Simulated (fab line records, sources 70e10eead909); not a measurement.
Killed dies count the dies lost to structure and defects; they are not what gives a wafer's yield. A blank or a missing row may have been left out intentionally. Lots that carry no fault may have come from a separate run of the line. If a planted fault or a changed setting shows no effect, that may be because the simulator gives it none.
Chamber matching + flow nand-harc + pecvd-04 running NHARC_P_CONTACT_DEP_30: 3 sister chambers
The step deposits SiNx, target thk 30 nm. 33 wafers are shown with their chamber, then 12 later ones without.

## WAFERS WITH THEIR CHAMBER
| wafer  | chamber | heater-power-w (W) |
|--------|---------|--------------------|
| L074.1 | 0       | 637                |
| L074.2 | 2       | 705                |
| L074.5 | 0       | 645                |
| L078.1 | 2       | 579                |
| L078.2 | 0       | 753                |
| L078.6 | 0       | 779                |
| L079.1 | 0       | 652                |
| L079.3 | 1       | 822                |
| L079.4 | 0       | 664                |
| L079.2 | 2       | 664                |
| L079.5 | 1       | 849                |
| L079.6 | 2       | 669                |
| L081.1 | 1       | 825                |
| L081.3 | 0       | 759                |
| L081.5 | 0       | 759                |
| L083.1 | 1       | 842                |
| L083.2 | 0       | 711                |
| L083.4 | 2       | 645                |
| L085.1 | 0       | 676                |
| L085.2 | 1       | 814                |
| L085.5 | 1       | 823                |
| L086.1 | 0       | 767                |
| L086.2 | 2       | 583                |
| L086.5 | 0       | 773                |
| L088.3 | 1       | 848                |
| L088.5 | 0       | 623                |
| L088.6 | 2       | 592                |
| L091.1 | 0       | 645                |
| L091.2 | 1       | 755                |
| L091.3 | 2       | 626                |
| L092.1 | 1       | 796                |
| L092.4 | 1       | 798                |
| L092.6 | 0       | 659                |

SIGNATURES, as means of the wafers listed above
| reading        | chamber 0 | chamber 1 | chamber 2 | scatter within a chamber |
|----------------|-----------|-----------|-----------|--------------------------|
| heater-power-w | 700.13    | 817.20    | 632.88    | 48.3                     |
Rule: for each reading, subtract the chamber's mean from the wafer's reading, divide by that reading's scatter and square the result; add these up over the readings and take the root, which gives the wafer's distance from the chamber. If the next closest chamber is less than 2 further off than the closest, the wafer can't be placed; otherwise it belongs to the closest. How the scatter is found: for the shown wafers, subtract from each reading the mean of its chamber, square and add these, divide the total by (wafers less chambers), then take the root.

## WAFERS WITHOUT THEIR CHAMBER
| wafer  | heater-power-w (W) |
|--------|--------------------|
| L094.1 | 675                |
| L094.3 | 740                |
| L094.6 | 657                |
| L095.1 | 758                |
| L095.2 | 649                |
| L095.6 | 659                |
| L095.3 | 598                |
| L095.4 | 630                |
| L095.5 | 763                |
| L096.1 | 756                |
| L096.4 | 634                |
| L096.6 | 686                |

## THE CHAMBER EACH PASSED THROUGH
| wafer  | from the rows above          | in truth |
|--------|------------------------------|----------|
| L094.1 | can't be placed: 0 or 2      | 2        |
| L094.3 | can't be placed: 0 or 1 or 2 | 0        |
| L094.6 | can't be placed: 2 or 0      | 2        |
| L095.1 | can't be placed: 0 or 1 or 2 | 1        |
| L095.2 | can't be placed: 2 or 0      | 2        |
| L095.6 | can't be placed: 2 or 0      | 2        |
| L095.3 | can't be placed: 2 or 0      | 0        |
| L095.4 | can't be placed: 2 or 0      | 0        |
| L095.5 | can't be placed: 1 or 0 or 2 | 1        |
| L096.1 | can't be placed: 0 or 1 or 2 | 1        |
| L096.4 | can't be placed: 2 or 0      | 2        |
| L096.6 | can't be placed: 0 or 2      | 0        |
Placed correctly: 0 of 12. These rows do not allow placing 12 (true chamber among the candidates in 12). Wrongly placed: 0.
